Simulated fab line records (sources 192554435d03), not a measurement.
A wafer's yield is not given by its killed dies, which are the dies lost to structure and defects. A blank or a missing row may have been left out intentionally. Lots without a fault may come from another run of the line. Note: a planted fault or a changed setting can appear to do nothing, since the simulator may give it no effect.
fab line records	flow n5_finfet	part 1 of 2: steps 1 to 4 of 6
record lots=23	wafers=69	last_day=17
route steps=1938 shown MOL_CONTACT_COAG@607 BEOL_M0_SAQP@649
lots with no fault: from the same line, run without faults
start_h: hours from the record's first day to the start of the lot's first wafer shown	wait_h: hours since the lot's step before	" repeats the value in the row above	L1.1+2: a row that stands for several wafers	- either no value or no given start	* or withheld: withheld	< > ~ a bound
route shown NAME@n: a module of which the file shows steps, and the number in the route of the first	usual: mean/standard deviation of fault-free wafers	same: alike in all rows	chamber/n: place in a boat	sites: each site's reading	_std_site: their standard deviation	_edge_site: mean of outer sites minus mean of inner sites	radius_mm: how far each site lies from the wafer's centre	mask NAME#n: copy n	behind: the last tool/chamber to shape the wafer	hold: cause of the lot's hold/its duration in hours/its outcome	device: whichever transistor did not switch (one of n, p or np)	end of line: the route-end tests of the same wafers	a step given without rows: its recipe and nothing more	killed: at the first sort, the dies lost to defects and structure; wafer yield is something else	map: dies across one wafer; x = killed, . = not, _ = none there
set.NAME: the run value of the setting; set.NAME@STEP: its run value at that earlier step	model.NAME: the simulator's own value behind a step, which no gauge read
the route's steps for a sample of lots (tables are steps, rows are wafers)
services: the hour from which a tool's chamber was out of use, counted from the record's first day as start_h (under 0 if before that day), plus the number of hours and why
## steps
# step N5_MOL_CONTACT_COAG_ETCH_66
# recipe chemistry=CF4	target=SiARC	target_depth_a=130	mask_material=CAR-EUV	time_s=21.7	ion_energy_ev=80	pressure_mtorr=40	source_w=545	bias_w=36	Ar_flow_sccm=100	cf4_flow_sccm=100	ends=cleared
# usual drypump_motor_current_A=5.6/0.4	etch_rf_on_time_s=22.0/0.69	oes_product_au=0.67/0.079	rf_fwd_power_W=532.0/1.7	rf_vpp_V=184.1/1	showerhead_plenum_p_Torr=2.14/0.05	throttle_valve_pct=15.67/0.19
lot.wafer	tool	chamber	start_h	wait_h	drypump_motor_current_A	etch_rf_on_time_s	oes_product_au	rf_fwd_power_W	rf_hours_counter_h	rf_vpp_V	showerhead_plenum_p_Torr	throttle_valve_pct
L075.3	rie_diel-03	0	111.28	0.0	5.8	22.7	0.57	532.5	225	184.0	2.14	15.87
L075.4	"	0	"	"	5.8	22.9	0.57	530.7	-	183.9	2.14	15.89
L075.6	"	1	"	"	6.3	22.7	0.71	531.0	-	183.2	2.16	15.50
L074.1	rie_diel-05	2	115.93	0.0	5.3	22.7	0.65	537.8	94	184.1	2.15	15.44
L074.2	"	3	"	"	5.8	22.1	0.62	534.0	158	181.9	2.15	15.95
L074.4	"	3	"	"	5.8	22.0	0.62	534.4	-	184.2	2.15	15.98
L076.2	rie_diel-05	3	118.87	0.0	5.8	22.0	0.62	531.8	159	183.7	2.15	15.97
L076.3	"	0	"	"	6.0	22.1	0.61	531.4	161	181.6	2.05	15.66
L076.5	"	3	"	"	5.8	22.1	0.62	533.4	-	184.9	2.15	15.96
L077.4	rie_diel-05	0	125.24	0.0	6.0	22.2	0.61	533.4	-	183.1	2.05	15.66
L077.5	"	2	"	"	5.3	22.6	0.64	535.0	-	184.7	2.14	15.45
L077.6	"	3	"	"	5.8	22.2	0.62	536.3	-	184.7	2.14	15.96
L079.2	rie_diel-05	1	135.05	0.0	5.3	21.2	0.85	533.1	1	184.4	2.19	15.56
L079.3	"	0	"	"	6.0	22.6	0.60	532.5	169	183.3	2.05	15.68
L079.6	"	3	"	"	5.8	22.3	0.61	533.9	-	183.2	2.14	15.97
L080.2	rie_diel-03	0	136.61	0.0	5.8	22.9	0.56	532.1	234	183.9	2.13	15.93
L080.3	"	2	"	"	5.3	21.8	0.60	531.5	216	184.1	2.20	15.90
L080.6	"	3	"	"	5.5	20.7	0.82	532.5	-	183.6	2.19	15.45
L081.2	rie_diel-05	2	147.37	0.0	5.3	23.0	0.65	532.7	107	185.1	2.14	15.48
L081.5	"	3	"	"	5.8	22.0	0.60	534.3	-	184.4	2.14	15.98
L081.6	"	0	"	"	5.9	22.1	0.61	534.0	-	184.7	2.04	15.67
L082.1	rie_diel-05	3	151.27	0.0	5.8	22.1	0.61	533.2	171	181.8	2.14	15.98
L082.3	"	2	"	"	5.3	22.7	0.64	532.4	108	184.4	2.14	15.46
L082.4	"	1	"	"	5.3	20.9	0.83	526.7	7	185.2	2.19	15.57
L083.1	rie_diel-05	1	161.67	0.0	5.3	21.1	0.80	532.0	10	184.5	2.19	15.59
L083.2	"	3	"	"	5.8	22.0	0.61	531.6	174	183.8	2.14	15.99
L083.4	"	2	"	"	5.3	22.8	0.65	530.8	111	186.6	2.14	15.48
L084.2	rie_diel-05	0	168.99	0.0	6.0	22.2	0.60	530.7	181	183.9	2.04	15.69
L084.3	"	1	"	"	5.3	20.9	0.80	530.4	12	184.6	2.19	15.60
L084.6	"	2	"	"	5.3	22.5	0.64	531.4	-	184.2	2.14	15.46
L087.3	rie_diel-03	2	184.82	0.0	5.4	21.6	0.59	530.5	236	183.6	2.19	15.94
L087.5	"	2	"	"	5.4	21.6	0.59	531.4	-	184.7	2.19	15.94
L087.6	"	1	"	"	6.3	22.8	0.69	531.7	-	185.2	2.15	15.55
L085.1	rie_diel-05	1	189.23	0.0	5.3	21.2	0.78	530.5	19	185.5	2.19	15.60
L085.3	"	0	"	"	6.0	22.3	0.59	529.4	188	184.8	2.04	15.71
L085.4	"	2	"	"	5.3	22.5	0.64	535.7	120	184.5	2.14	15.48
L086.2	rie_diel-05	3	189.80	0.0	5.8	22.6	0.59	534.3	184	183.6	2.14	16.02
L086.4	"	2	"	"	5.3	23.1	0.63	529.9	120	184.5	2.14	15.48
L086.6	"	2	"	"	5.3	23.0	0.63	530.5	-	183.5	2.14	15.48
L088.1	rie_diel-03	3	205.03	0.0	5.5	20.6	0.78	531.6	35	183.4	2.18	15.51
L088.5	"	3	"	"	5.4	20.5	0.77	531.8	-	185.4	2.18	15.51
L088.6	"	1	"	"	6.3	22.8	0.68	531.7	-	184.2	2.15	15.57
L089.3	rie_diel-04	3	206.33	0.0	6.3	21.8	0.60	530.8	241	184.7	2.18	15.67
L089.4	"	1	"	"	5.3	21.4	0.72	531.9	-	182.8	2.09	15.74
L089.6	"	3	"	"	6.3	21.7	0.60	530.2	-	185.0	2.18	15.67
L091.1	rie_diel-04	0	210.48	0.0	4.8	21.2	0.71	531.2	86	184.9	2.16	15.48
L091.2	"	1	"	"	5.3	21.5	0.71	533.4	58	185.0	2.09	15.76
L091.6	"	3	"	"	6.3	21.8	0.60	529.6	-	185.2	2.18	15.67
L090.2	rie_diel-03	3	211.12	0.0	5.5	20.5	0.77	527.6	37	185.9	2.18	15.50
L090.4	"	1	"	"	6.3	22.9	0.67	534.0	92	185.6	2.15	15.57
L090.5	"	2	"	"	5.3	21.8	0.59	532.2	-	185.0	2.19	15.96
L092.1	rie_diel-03	2	216.41	0.0	5.4	21.4	0.59	531.2	248	185.4	2.19	15.96
L092.4	"	1	"	"	6.3	22.6	0.68	532.2	93	183.9	2.15	15.58
L092.6	"	0	"	"	5.8	22.3	0.82	532.6	-	183.3	2.13	15.44
L093.1	rie_diel-05	1	218.49	0.0	5.3	20.9	0.77	530.9	29	184.6	2.18	15.61
L093.3	"	2	"	"	5.3	22.7	0.63	533.4	127	184.7	2.13	15.49
L093.4	"	0	"	"	6.0	22.1	0.60	532.0	-	181.9	2.04	15.72
L094.2	rie_diel-04	1	223.58	0.0	5.3	21.6	0.71	529.6	63	183.1	2.09	15.75
L094.3	"	2	"	"	5.5	21.3	0.76	532.2	40	183.5	2.07	15.53
L094.5	"	1	"	"	5.3	21.6	0.71	531.0	-	183.2	2.09	15.75
L095.4	rie_diel-05	2	223.87	0.0	5.3	22.9	0.62	532.4	131	184.0	2.13	15.51
L095.5	"	0	"	"	5.9	22.2	0.59	530.8	-	183.5	2.04	15.73
L095.6	"	1	"	"	5.3	21.0	0.77	531.7	-	184.8	2.18	15.62
L096.4	rie_diel-05	2	233.18	0.0	5.3	22.9	0.62	534.5	133	185.3	2.13	15.52
L096.5	"	2	"	"	5.3	22.7	0.62	533.3	-	184.5	2.13	15.52
L096.6	"	3	"	"	5.8	22.2	0.60	530.5	-	183.3	2.13	16.05
L097.1	rie_diel-05	0	241.38	0.0	6.0	22.6	0.58	534.1	207	181.2	2.03	15.76
L097.4	"	2	"	"	5.3	22.9	0.62	531.4	135	183.5	2.13	15.52
L097.5	"	0	"	"	6.0	22.5	0.59	531.9	-	181.9	2.03	15.75
# step N5_MOL_CONTACT_COAG_STRIP_72
# recipe chemistry=N2/H2	power_w=450	temp_c=40	pressure_mtorr=20	rf_frequency_hz=6e+07	overash_fraction=3	bias_power_w=7	h2_frac=0.5	n2_flow_sccm=200	h2_flow_sccm=200
# usual bias_power_w=7.000/0.02	drypump_motor_current_A=5.6/0.47	h2_flow_sccm=200.1/0.66	oes_product_au=0.80/0.087	rf_vpp_V=59.0/1.9	showerhead_plenum_p_Torr=2.55/0.054	throttle_valve_pct=23.8/0.33
lot.wafer	tool	chamber	start_h	wait_h	bias_power_w	drypump_motor_current_A	h2_flow_sccm	oes_product_au	rf_hours_counter_h	rf_vpp_V	showerhead_plenum_p_Torr	throttle_valve_pct
L075.3	rie_diel-03	0	112.80	0.0	6.983	5.8	200.0	0.67	226	59.1	2.51	23.7
L075.4	"	0	"	"	6.981	5.8	199.4	0.69	-	59.4	2.51	23.6
L075.6	"	2	"	"	6.979	5.4	199.2	0.71	-	54.1	2.61	23.6
L074.1	rie_diel-03	1	116.54	0.0	7.004	6.3	200.2	0.85	55	60.7	2.58	23.7
L074.2	"	0	"	"	6.979	5.8	200.0	0.67	227	58.8	2.51	23.6
L074.4	"	0	"	"	7.010	5.8	198.9	0.67	-	58.4	2.51	23.6
L076.2	rie_diel-03	2	119.45	0.0	6.998	5.4	199.6	0.71	209	59.3	2.61	23.6
L076.3	"	1	"	"	6.975	6.3	200.9	0.86	56	56.6	2.58	23.7
L076.5	"	2	"	"	6.986	5.4	199.5	0.71	-	64.4	2.61	23.7
L077.4	rie_diel-05	2	125.79	0.0	7.019	5.3	200.2	0.77	-	59.7	2.58	24.1
L077.5	"	3	"	"	6.969	5.8	200.6	0.73	-	61.8	2.52	23.7
L077.6	"	0	"	"	7.022	5.9	200.1	0.74	-	57.1	2.43	23.5
L079.2	rie_diel-04	1	135.60	0.0	7.001	5.3	198.8	0.89	28	56.4	2.51	24.1
L079.3	"	2	"	"	6.965	5.5	200.6	0.93	15	60.4	2.50	24.0
L079.6	"	1	"	"	6.989	5.3	199.7	0.88	-	60.9	2.51	24.1
L080.2	rie_diel-05	1	137.15	0.0	7.017	5.2	200.5	0.99	2	59.4	2.63	24.3
L080.3	"	2	"	"	7.009	5.3	199.3	0.75	104	59.1	2.58	24.1
L080.6	"	0	"	"	7.028	6.0	200.4	0.72	-	59.0	2.43	23.5
L081.2	rie_diel-04	0	148.68	0.0	6.987	4.8	199.8	0.86	62	60.6	2.54	23.1
L081.5	"	3	"	"	7.024	6.3	200.1	0.71	-	59.4	2.62	24.1
L081.6	"	0	"	"	7.016	4.8	201.8	0.84	-	58.7	2.54	23.1
L082.1	rie_diel-05	0	151.81	0.0	7.027	6.0	199.7	0.72	174	59.1	2.43	23.5
L082.3	"	1	"	"	6.965	5.3	200.4	0.98	7	57.1	2.63	24.4
L082.4	"	2	"	"	7.008	5.3	200.8	0.76	108	60.3	2.58	24.0
L083.1	rie_diel-05	3	162.57	0.0	6.979	5.8	200.3	0.71	175	59.7	2.51	23.8
L083.2	"	0	"	"	7.036	6.0	199.7	0.73	178	60.0	2.42	23.6
L083.4	"	1	"	"	6.988	5.3	200.1	0.96	10	60.9	2.62	24.3
L084.2	rie_diel-05	1	169.86	0.0	7.038	5.3	199.4	0.94	13	57.6	2.62	24.3
L084.3	"	3	"	"	6.985	5.8	200.8	0.73	178	58.9	2.51	23.7
L084.6	"	3	"	"	6.992	5.8	201.3	0.72	-	61.1	2.51	23.8
L087.3	rie_diel-03	2	185.49	0.0	6.980	5.4	200.1	0.68	236	62.7	2.60	23.7
L087.5	"	2	"	"	7.006	5.4	199.9	0.68	-	62.5	2.60	23.7
L087.6	"	1	"	"	6.999	6.3	200.2	0.81	-	56.3	2.57	23.7
L085.1	rie_diel-03	1	189.88	0.0	6.989	6.3	200.7	0.82	83	60.2	2.57	23.8
L085.3	"	3	"	"	6.987	5.5	198.2	0.91	29	60.8	2.60	24.0
L085.4	"	1	"	"	6.997	6.3	200.7	0.82	-	58.7	2.57	23.7
L086.2	rie_diel-03	2	190.56	0.0	7.014	5.3	200.4	0.69	239	58.3	2.60	23.7
L086.4	"	3	"	"	7.004	5.5	200.5	0.90	-	61.9	2.60	24.1
L086.6	"	1	"	"	7.006	6.3	200.8	0.82	-	59.2	2.57	23.7
L088.1	rie_diel-04	3	205.94	0.0	7.010	6.3	199.8	0.69	241	57.5	2.62	24.1
L088.5	"	0	"	"	6.993	4.8	199.7	0.84	-	59.6	2.53	23.2
L088.6	"	1	"	"	6.965	5.3	200.6	0.87	-	58.1	2.50	24.1
L089.3	rie_diel-04	1	207.34	0.0	6.998	5.3	199.8	0.83	56	58.4	2.50	24.1
L089.4	"	0	"	"	7.053	4.8	200.4	0.84	-	56.3	2.53	23.1
L089.6	"	1	"	"	7.000	5.3	199.0	0.84	-	58.3	2.50	24.1
L091.1	rie_diel-04	3	211.05	0.0	6.994	6.3	201.0	0.70	243	57.6	2.61	24.1
L091.2	"	1	"	"	7.012	5.3	199.4	0.84	58	59.5	2.50	24.1
L091.6	"	3	"	"	7.018	6.3	200.8	0.68	-	60.4	2.62	24.1
L090.2	rie_diel-03	3	211.66	0.0	7.009	5.4	199.8	0.89	37	57.0	2.60	24.1
L090.4	"	0	"	"	7.013	5.8	199.4	0.96	2	57.4	2.50	23.3
L090.5	"	2	"	"	6.972	5.3	199.8	0.69	-	59.5	2.60	23.7
L092.1	rie_diel-04	1	216.95	0.0	6.992	5.3	199.6	0.85	60	56.6	2.50	24.2
L092.4	"	0	"	"	6.994	4.8	200.3	0.82	88	61.8	2.53	23.1
L092.6	"	1	"	"	7.029	5.3	199.5	0.83	-	57.6	2.50	24.2
L093.1	rie_diel-04	3	219.06	0.0	7.003	6.3	200.0	0.68	246	60.4	2.61	24.1
L093.3	"	0	"	"	7.015	4.8	200.5	0.81	89	60.6	2.53	23.1
L093.4	"	2	"	"	7.003	5.5	200.4	0.88	38	58.0	2.49	24.0
L094.2	rie_diel-03	1	224.12	0.0	6.993	6.4	200.2	0.80	95	55.6	2.56	23.7
L094.3	"	0	"	"	6.977	5.8	200.4	0.95	7	59.7	2.50	23.3
L094.5	"	1	"	"	6.982	6.3	198.4	0.81	-	55.5	2.56	23.7
L095.4	rie_diel-04	1	224.41	0.0	7.039	5.3	200.5	0.82	63	61.1	2.50	24.1
L095.5	"	2	"	"	6.974	5.5	201.2	0.89	-	59.0	2.49	24.0
L095.6	"	3	"	"	6.988	6.3	200.8	0.69	-	60.1	2.61	24.1
L096.4	rie_diel-03	0	233.75	0.0	6.994	5.8	200.2	0.94	-	58.7	2.50	23.3
L096.5	"	1	"	"	6.984	6.3	200.6	0.81	-	59.8	2.56	23.7
L096.6	"	3	"	"	6.977	5.5	201.0	0.88	-	60.3	2.59	24.1
L097.1	rie_diel-04	2	242.24	0.0	7.024	5.5	199.9	0.87	48	56.1	2.49	24.0
L097.4	"	0	"	"	6.984	4.8	200.3	0.80	-	55.5	2.52	23.1
L097.5	"	2	"	"	7.003	5.5	200.2	0.88	-	56.9	2.49	24.0
# step N5_BEOL_M0_SAQP_CD_MEAS_14
# recipe target_cd_nm=42.5	landing_energy_ev=500	detector=se_inlens
# usual cd_nm=42.5/0.47
lot.wafer	tool	chamber	start_h	wait_h	cd_nm
L075.3	cd_sem-01	0	118.07	-	42.0
L075.4	"	0	"	"	42.5
L075.6	"	0	"	"	41.9
L074.1	cd_sem-03	0	122.23	-	42.1
L074.2	"	0	"	"	42.2
L074.4	"	0	"	"	41.9
L076.2	cd_sem-03	0	126.49	-	42.4
L076.3	"	0	"	"	42.6
L076.5	"	0	"	"	42.9
L077.4	cd_sem-01	0	131.32	-	42.5
L077.5	"	0	"	"	41.9
L077.6	"	0	"	"	42.1
L079.2	cd_sem-03	0	142.19	-	42.7
L079.3	"	0	"	"	42.2
L079.6	"	0	"	"	41.9
L080.2	cd_sem-03	0	144.79	-	42.3
L080.3	"	0	"	"	42.4
L080.6	"	0	"	"	42.6
L081.2	cd_sem-02	0	153.93	-	43.3
L081.5	"	0	"	"	42.9
L081.6	"	0	"	"	43.9
L082.1	cd_sem-03	0	158.48	-	42.4
L082.3	"	0	"	"	43.4
L082.4	"	0	"	"	42.6
L083.1	cd_sem-02	0	168.31	-	42.2
L083.2	"	0	"	"	41.8
L083.4	"	0	"	"	41.5
L084.2	cd_sem-01	0	175.98	-	42.3
L084.3	"	0	"	"	43.0
L084.6	"	0	"	"	43.1
L087.3	cd_sem-02	0	192.98	-	42.1
L087.5	"	0	"	"	42.0
L087.6	"	0	"	"	43.2
L085.1	cd_sem-02	0	196.71	-	42.7
L085.3	"	0	"	"	42.9
L085.4	"	0	"	"	42.5
L086.2	cd_sem-02	0	198.52	-	42.8
L086.4	"	0	"	"	42.4
L086.6	"	0	"	"	42.5
L088.1	cd_sem-03	0	212.15	-	42.3
L088.5	"	0	"	"	42.7
L088.6	"	0	"	"	42.5
L089.3	cd_sem-03	0	216.21	-	42.8
L089.4	"	0	"	"	43.4
L089.6	"	0	"	"	42.4
L091.1	cd_sem-02	0	217.30	-	42.0
L091.2	"	0	"	"	42.8
L091.6	"	0	"	"	43.3
L090.2	cd_sem-02	0	220.28	-	41.9
L090.4	"	0	"	"	42.9
L090.5	"	0	"	"	42.1
L092.1	cd_sem-01	0	224.67	-	42.6
L092.4	"	0	"	"	42.6
L092.6	"	0	"	"	42.6
L093.1	cd_sem-03	0	226.60	-	42.8
L093.3	"	0	"	"	42.2
L093.4	"	0	"	"	42.0
L094.2	cd_sem-01	0	230.09	-	43.0
L094.3	"	0	"	"	42.3
L094.5	"	0	"	"	43.5
L095.4	cd_sem-03	0	232.31	-	42.5
L095.5	"	0	"	"	42.9
L095.6	"	0	"	"	42.4
L096.4	cd_sem-02	0	239.95	-	42.5
L096.5	"	0	"	"	42.6
L096.6	"	0	"	"	41.8
L097.1	cd_sem-03	0	248.21	-	42.4
L097.4	"	0	"	"	42.3
L097.5	"	0	"	"	42.6
# step N5_BEOL_M0_SAQP_OVL_MEAS_15
# recipe points_per_wafer=44
# usual M0_CORE_OVL=-0.8/0.94
lot.wafer	tool	chamber	start_h	wait_h	M0_CORE_OVL[nm]
L075.3	overlay-01	0	118.10	0.0	-1.7
L075.4	"	0	"	"	-1.8
L075.6	"	0	"	"	-1.4
L074.1	overlay-01	0	122.26	0.0	-1.3
L074.2	"	0	"	"	-1.8
L074.4	"	0	"	"	-1.5
L076.2	overlay-01	0	126.52	0.0	-1.5
L076.3	"	0	"	"	-0.6
L076.5	"	0	"	"	-0.5
L077.4	overlay-02	0	131.35	0.0	-0.8
L077.5	"	0	"	"	-0.9
L077.6	"	0	"	"	-1.1
L079.2	overlay-02	0	142.22	0.0	0.1
L079.3	"	0	"	"	0.8
L079.6	"	0	"	"	-0.5
L080.2	overlay-01	0	144.82	0.0	-1.6
L080.3	"	0	"	"	0.1
L080.6	"	0	"	"	-1.1
L081.2	overlay-01	0	153.96	0.0	-1.5
L081.5	"	0	"	"	-1.4
L081.6	"	0	"	"	-1.6
L082.1	overlay-01	0	158.51	0.0	-0.3
L082.3	"	0	"	"	-1.1
L082.4	"	0	"	"	-0.8
L083.1	overlay-02	0	168.34	0.0	-1.7
L083.2	"	0	"	"	0.4
L083.4	"	0	"	"	-0.7
L084.2	overlay-02	0	176.01	0.0	-0.5
L084.3	"	0	"	"	-1.2
L084.6	"	0	"	"	-1.8
L087.3	overlay-02	0	193.01	0.0	-1.4
L087.5	"	0	"	"	-0.5
L087.6	"	0	"	"	-0.6
L085.1	overlay-02	0	196.74	0.0	-0.8
L085.3	"	0	"	"	-1.8
L085.4	"	0	"	"	-2.5
L086.2	overlay-02	0	198.55	0.0	1.1
L086.4	"	0	"	"	1.0
L086.6	"	0	"	"	0.3
L088.1	overlay-02	0	212.18	0.0	-0.4
L088.5	"	0	"	"	0.9
L088.6	"	0	"	"	-0.4
L089.3	overlay-01	0	216.24	0.0	0.2
L089.4	"	0	"	"	-0.2
L089.6	"	0	"	"	2.1
L091.1	overlay-01	0	217.33	0.0	-1.2
L091.2	"	0	"	"	-1.8
L091.6	"	0	"	"	-1.3
L090.2	overlay-01	0	220.30	0.0	0.0
L090.4	"	0	"	"	0.2
L090.5	"	0	"	"	-0.6
L092.1	overlay-02	0	224.70	0.0	0.7
L092.4	"	0	"	"	0.1
L092.6	"	0	"	"	0.3
L093.1	overlay-02	0	226.63	0.0	0.5
L093.3	"	0	"	"	-0.2
L093.4	"	0	"	"	-0.7
L094.2	overlay-01	0	230.12	0.0	-0.8
L094.3	"	0	"	"	0.2
L094.5	"	0	"	"	-0.6
L095.4	overlay-02	0	232.33	0.0	-0.5
L095.5	"	0	"	"	-1.3
L095.6	"	0	"	"	-0.7
L096.4	overlay-02	0	239.98	0.0	-0.9
L096.5	"	0	"	"	-1.6
L096.6	"	0	"	"	-0.8
L097.1	overlay-01	0	248.24	0.0	-3.0
L097.4	"	0	"	"	-3.1
L097.5	"	0	"	"	-2.6
